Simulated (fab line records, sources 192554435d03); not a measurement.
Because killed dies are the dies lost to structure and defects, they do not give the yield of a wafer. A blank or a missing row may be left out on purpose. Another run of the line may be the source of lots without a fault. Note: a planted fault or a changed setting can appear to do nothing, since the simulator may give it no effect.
Matching of chambers ; flow n5-finfet ; N5_MOL_CONTACT_COAG_VIA_ETCH_117 on rie-diel-05 has 4 sister chambers
The step etches SiO2 in C4F6/O2, target depth 40 nm, overetch 8 nm, time 26 s. 14 wafers are shown with their chamber, then 7 later ones without.

== WAFERS PAIRED WITH THEIR CHAMBERS ==
wafer;chamber;showerhead-plenum-p-Torr (Torr);drypump-motor-current-A (A);rf-vpp-V (V)
L586.2;0;2.78;5.8;1571
L586.3;1;2.78;5.7;1584
L586.6;2;2.94;6.6;1565
L587.1;2;2.94;6.6;1567
L587.3;1;2.78;5.7;1585
L587.5;1;2.78;5.7;1584
L592.1;0;2.77;5.7;1572
L592.4;3;3.03;5.2;1597
L592.5;1;2.77;5.6;1586
L596.3;1;2.77;5.6;1584
L596.4;0;2.77;5.8;1573
L596.6;2;2.93;6.6;1566
L599.3;0;2.77;5.7;1573
L599.4;3;3.02;5.2;1597

SIGNATURES (means of the wafers above)
reading;chamber 0;chamber 1;chamber 2;chamber 3;scatter within a chamber
showerhead-plenum-p-Torr;2.7725;2.7760;2.9367;3.0250;0.00558
drypump-motor-current-A;5.750;5.660;6.600;5.200;0.0469
rf-vpp-V;1572.25;1584.60;1566.00;1597.00;0.892
Rule: for a wafer and a chamber, the distance is found by dividing, reading by reading, the gap between the wafer's reading and the chamber's mean by the reading's scatter, squaring, summing and taking the root. If the next closest chamber is less than 2 further off than the closest, the wafer can't be placed; otherwise it belongs to the closest. The scatter is the square root of a quotient: the sum, over the shown wafers, of each reading's squared deviation from its chamber's mean, divided by wafers minus chambers.

== WAFERS WHOSE CHAMBER IS MISSING ==
wafer;showerhead-plenum-p-Torr (Torr);drypump-motor-current-A (A);rf-vpp-V (V)
L599.5;2.76;5.6;1584
L600.1;2.93;6.5;1565
L600.3;3.02;5.2;1597
L600.4;2.76;5.6;1584
L601.2;2.76;5.6;1583
L601.4;2.77;5.8;1573
L601.5;2.93;6.6;1563

== WHICH CHAMBER EACH WENT THROUGH ==
wafer;from the rows above;in truth
L599.5;1;1
L600.1;2;2
L600.3;3;3
L600.4;1;1
L601.2;1;1
L601.4;0;0
L601.5;2;2
7 of 7 placed correctly. From these rows, 0 cannot be placed. Placed wrongly: 0.
